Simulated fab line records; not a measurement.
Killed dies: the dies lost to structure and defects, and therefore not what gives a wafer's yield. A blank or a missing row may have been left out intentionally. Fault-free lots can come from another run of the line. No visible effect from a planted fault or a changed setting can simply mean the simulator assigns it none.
Matching of chambers ; flow n5Finfet ; N5_BEOL_M6_ALD_77 on aldMetal-04 has 4 sister chambers
The step deposits TaN, target thk 2 nm, pulse time 2 s, purge time 3 s. 20 wafers are shown with their chamber, then 10 later ones without.

== EACH WAFER AND ITS CHAMBER ==
wafer;chamber;heaterPowerW (W);precursorVesselTempC (C)
L075.2;2;397;75.17
L075.4;0;441;75.01
L075.6;3;435;74.99
L077.1;1;401;75.11
L077.2;3;437;75.04
L077.5;0;426;74.92
L080.2;2;396;75.00
L080.5;3;430;75.08
L080.6;2;404;74.91
L082.1;0;429;75.19
L082.3;2;397;75.20
L082.5;1;399;75.17
L083.1;1;397;74.99
L083.3;3;429;75.18
L083.4;2;403;74.96
L087.3;2;395;75.01
L087.4;3;429;74.86
L087.5;3;439;74.74
L089.2;3;440;75.09
L089.3;2;400;74.91

SIGNATURES (means of the wafers above)
reading;chamber 0;chamber 1;chamber 2;chamber 3;scatter within a chamber
heaterPowerW;432.00;399.00;398.86;434.14;4.65
precursorVesselTempC;75.0400;75.0900;75.0229;74.9971;0.131
Rule: for a wafer and a chamber, the distance is found by dividing, reading by reading, the gap between the wafer's reading and the chamber's mean by the reading's scatter, squaring, summing and taking the root. If the next closest chamber is less than 2 further off than the closest, the wafer can't be placed; otherwise it belongs to the closest. The scatter: the root of (the sum of the squares of (reading less its chamber's mean) over the shown wafers, divided by (wafers less chambers)).

== WAFERS WITH NO CHAMBER GIVEN ==
wafer;heaterPowerW (W);precursorVesselTempC (C)
L089.5;416;75.14
L091.1;428;75.03
L091.2;404;75.07
L091.3;434;74.89
L093.2;419;74.86
L093.3;399;75.02
L093.4;440;74.89
L096.1;432;75.06
L096.2;409;75.01
L096.4;428;75.02

== WHICH CHAMBER EACH WENT THROUGH ==
wafer;from the rows above;in truth
L089.5;can't be placed: 0 or 1 or 2 or 3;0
L091.1;can't be placed: 0 or 3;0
L091.2;can't be placed: 1 or 2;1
L091.3;can't be placed: 3 or 0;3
L093.2;can't be placed: 0 or 3 or 2 or 1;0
L093.3;can't be placed: 2 or 1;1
L093.4;can't be placed: 3 or 0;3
L096.1;can't be placed: 0 or 3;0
L096.2;can't be placed: 2 or 1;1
L096.4;can't be placed: 0 or 3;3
0 of 10 placed correctly. Not placeable from these rows: 10 (in 10, the candidates include the true chamber). Number placed wrongly: 0.
